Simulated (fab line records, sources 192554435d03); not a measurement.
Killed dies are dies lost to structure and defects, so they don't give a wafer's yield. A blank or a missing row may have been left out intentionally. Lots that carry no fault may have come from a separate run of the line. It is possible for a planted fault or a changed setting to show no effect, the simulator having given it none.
Chamber matching / flow n5_finfet / N5_MIM_BOT_ETCH_ETCH_04 on rie_diel-06: 4 sister chambers
The step etches SiNx in CF4/O2, target depth 26 nm, time 13 s. 4 wafers are shown with their chamber, then 11 later ones without.

== EACH WAFER AND ITS CHAMBER ==
wafer=L084.6; chamber=1; drypump_motor_current_A (A)=5.1
wafer=L086.1; chamber=2; drypump_motor_current_A (A)=6.3
wafer=L086.3; chamber=3; drypump_motor_current_A (A)=5.6
wafer=L086.4; chamber=0; drypump_motor_current_A (A)=5.7

== WAFERS MISSING THEIR CHAMBER ==
wafer=L086.5; drypump_motor_current_A (A)=6.3
wafer=L086.6; drypump_motor_current_A (A)=5.6
wafer=L087.2; drypump_motor_current_A (A)=5.6
wafer=L087.4; drypump_motor_current_A (A)=5.6
wafer=L087.5; drypump_motor_current_A (A)=5.7
wafer=L091.2; drypump_motor_current_A (A)=5.6
wafer=L091.5; drypump_motor_current_A (A)=6.3
wafer=L091.6; drypump_motor_current_A (A)=5.6
wafer=L095.4; drypump_motor_current_A (A)=6.3
wafer=L095.5; drypump_motor_current_A (A)=5.2
wafer=L095.6; drypump_motor_current_A (A)=6.3

== CHAMBER TAKEN BY EACH ==
wafer=L086.5; from the rows above=2; in truth=2
wafer=L086.6; from the rows above=3; in truth=3
wafer=L087.2; from the rows above=3; in truth=3
wafer=L087.4; from the rows above=3; in truth=3
wafer=L087.5; from the rows above=0; in truth=0
wafer=L091.2; from the rows above=3; in truth=3
wafer=L091.5; from the rows above=2; in truth=2
wafer=L091.6; from the rows above=3; in truth=3
wafer=L095.4; from the rows above=2; in truth=2
wafer=L095.5; from the rows above=1; in truth=1
wafer=L095.6; from the rows above=2; in truth=2
Correctly placed: 11 of 11. Left unplaced by these rows: 0. Placed wrongly: 0.
How it was worked out, from the rows above alone: a wafer's distance from a chamber is the root of the sum, over the readings, of the square of ((its reading less the chamber's mean) divided by the reading's scatter). The wafer belongs to the nearest chamber; if the next one is less than 2 further off, it can't be placed. For every chamber, the mean is computed from those of its wafers that are shown. The scatter: with one shown wafer a chamber, the root of the mean of the squares of how far each hidden wafer lies from its nearest shown one.
